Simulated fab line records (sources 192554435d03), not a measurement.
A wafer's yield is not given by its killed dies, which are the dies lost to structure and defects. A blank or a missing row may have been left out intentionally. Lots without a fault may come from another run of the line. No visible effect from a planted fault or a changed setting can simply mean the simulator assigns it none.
Struck lot and sound lot, side by side    flow n5 finfet    33 steps out of a route of 1938
Sound: wafers L905.1, L905.3, L905.5. Struck: wafers L902.2, L902.3, L902.5. At the end, the cause is stated.
At each step with rows: each side's tool, then ch and its chambers, then its first start. Under that, the readings that differ: sound wafers    struck wafers    difference of the means    sigmas: that difference in standard deviations of wafers without a fault.
alike: words and numbers the same on both sides, and readings whose means are apart by under 2 such deviations; not compared: readings that were withheld, readings missing a value for some wafer, numbers with overlapping values and no deviation given by the record, and bounds like >300 which may hide the same value.
Wherever a step has rows on one side only, a row that says differs or no value, or a row with sigmas, the two part there. Non-overlapping numbers with no deviation appear without sigmas and do not part them. A reading missing from all wafers of one side parts the sides only when that side holds two or more wafers.

first, 3 steps without rows for these wafers: N5_BEOL_M9_ECD_50 (material Cu, target thk 318 nm); N5_BEOL_M9_ANNEAL_51 (time 90 s); N5_BEOL_M9_CMP_52 (polishes, stops on SiCOH lowk, t overpolish 7 s, target thk 140 nm).
N5_BEOL_M9_THK_MEAS_53: measures by xrf.
  sound on film metro-02, day 13 05:29; struck on film metro-01, day 13 04:57
  alike: M9_THK
then, 2 steps without rows for these wafers: N5_BEOL_M9_PRE_CLEAN_55 (time 15 s); N5_BEOL_M9_DEP_56 (deposits SiCN from 3MS/NH3, target thk 15 nm, time 26.5 s).
N5_BEOL_M9_RS_MEAS_57: measurement is done with a four-point probe.
  sound on film metro-02, day 13 05:45; struck on film metro-02, day 13 05:05
  alike: M9_RS
N5_BEOL_M9_INSPECT_58: inspects for defects (darkfield).
  sound on defect inspect-01, day 13 05:47; struck on defect inspect-02, day 13 05:07
  alike: raw defect count
N5_BEOL_M10_ILD_DEP_00: deposits SiCOH lowk from DEMS/porogen, target thk 308.51 nm, time 58 s.
  sound on pecvd-03 ch 0,2, day 13 05:49; struck on pecvd-03 ch 0,2, day 13 05:09
  alike: chamber pressure Torr, heater power outer w, heater power w, showerhead plenum p Torr, throttle valve pct
then, 1 step without rows for these wafers: N5_BEOL_M10_CURE_71 (cures SiCOH lowk, time 240 s).
N5_BEOL_M10_THK_MEAS_01:
  sound on film metro-02, day 13 06:25; struck on film metro-01, day 13 05:44
  alike: M10_ILD_THK
N5_BEOL_M10_PECVD_70: deposits SiO2 from TEOS/O2, target thk 20 nm, time 22.7 s.
  sound on pecvd-04 ch 1,2, day 13 06:26; struck on pecvd-02 ch 0,1,2, day 13 05:46
  alike: chamber pressure Torr, heater power w, showerhead plenum p Torr, throttle valve pct
N5_BEOL_M10_HM_DEP_02: deposits TiN, target thk 20 nm.
  sound on pvd sputter-01, day 13 09:10; struck on pvd sputter-01, day 13 09:04
  no value came back on the struck wafers for chamber pressure pa (Pa), substrate temp c (C), throttle valve pct (%); on the sound wafers chamber pressure pa (Pa) reads 0.5005 0.5001 0.5001
then, 8 steps without rows for these wafers: N5_BEOL_M10_COAT_59 (time 60 s, resist thk 100 nm); N5_BEOL_M10_COAT_60 (time 60 s, resist thk 30 nm); N5_BEOL_M10_COAT_05 (resist thk 90 nm); N5_BEOL_M10_EBR_07; N5_BEOL_M10_SOFTBAKE_06 (time 60 s); N5_BEOL_M10_EXPOSE_08 (exposes mask M10); N5_BEOL_M10_PEB_09 (peb time 60 s); N5_BEOL_M10_DEVELOP_10 (develop time 30 s).
N5_BEOL_M10_CD_MEAS_11 targets a cd of 64.1 nm.
  sound on cd sem-02 ch 0, day 13 09:41; struck on cd sem-03 ch 0, day 13 09:26
  alike: cd nm
N5_BEOL_M10_OVL_MEAS_12:
  sound on overlay-01 ch 0, day 13 09:43; struck on overlay-01 ch 0, day 13 09:28
reading       sound        struck          difference  sigmas
M10_OVL (nm)  1.1 1.9 0.2  -1.7 -0.8 -0.2  -2.0        -2
N5_BEOL_M10_INSPECT_13: inspects for defects (brightfield).
  sound on defect inspect-01, day 13 09:44; struck on defect inspect-02, day 13 09:30
reading           sound        struck       difference  sigmas
raw defect count  697 501 696  203 160 220  -437        -5
then, 1 step without rows for these wafers: N5_BEOL_M10_DESCUM_16 (chemistry O2, time 7.9 s).
N5_BEOL_M10_ETCH_61: etches SiARC in CF4, target depth 39 nm, time 65 s.
  sound on rie diel-01 ch 0,2, day 13 10:06; struck on rie diel-06 ch 0,3, day 13 09:34
  alike: drypump motor current A, etch rf on time s, oes product au, rf vpp V, showerhead plenum p Torr, throttle valve pct
  not compared: rf hours counter h
N5_BEOL_M10_ETCH_62: etches SOC in N2/H2, target depth 110 nm, overetch 22 nm, time 165 s.
  sound on rie diel-01 ch 0,2, day 13 10:09; struck on rie diel-06 ch 0,3, day 13 09:37
  alike: drypump motor current A, oes product au, rf vpp V, showerhead plenum p Torr, throttle valve pct
  not compared: rf hours counter h
then, 1 step without rows for these wafers: N5_BEOL_M10_STRIP_68 (strips in N2/H2).
N5_BEOL_M10_STRIP_67: strips in CF4.
  sound on rie diel-01 ch 0,2, day 13 10:18; struck on rie diel-06 ch 0,3, day 13 09:46
  alike: drypump motor current A, oes product au, rf vpp V, showerhead plenum p Torr, throttle valve pct
  not compared: rf hours counter h
N5_BEOL_M10_HM_OPEN_17: chemistry Cl2/BCl3, target TiN, target depth 20 nm, overetch 6 nm.
  sound on rie metal-01 ch 0, day 13 10:20; struck on rie metal-03 ch 1, day 13 09:50
reading                   sound              struck          difference  sigmas
oes product au (a.u.)     0.64 0.65 0.64     0.27 0.27 0.27  -0.37       -3
throttle valve pct (%)    21.9 21.9 21.9     23.2 23.2 23.2  +1.3        +4
model.etch.depth nm (nm)  19.48 19.88 19.87  0 0 0           -20         
  alike: drypump motor current A
  not compared: rf hours counter h
then, 1 step without rows for these wafers: N5_BEOL_M10_STRIP_19 (strips in O2).
N5_BEOL_M10_CD_MEAS_18: pitch 140 nm, target cd 70 nm.
  sound on cd sem-03, day 13 10:37; struck on cd sem-03, day 13 10:07
reading     sound           struck  difference                     sigmas
cd nm (nm)  68.1 70.0 69.8  - - -   no value on the struck wafers  
then, 1 step without rows for these wafers: N5_BEOL_M10_COAT_63 (time 60 s, resist thk 100 nm).

== WHERE THEY PART ==
First at N5_BEOL_M10_HM_DEP_02; last, within this record, at N5_BEOL_M10_CD_MEAS_18.

WHY: what the simulator had put in
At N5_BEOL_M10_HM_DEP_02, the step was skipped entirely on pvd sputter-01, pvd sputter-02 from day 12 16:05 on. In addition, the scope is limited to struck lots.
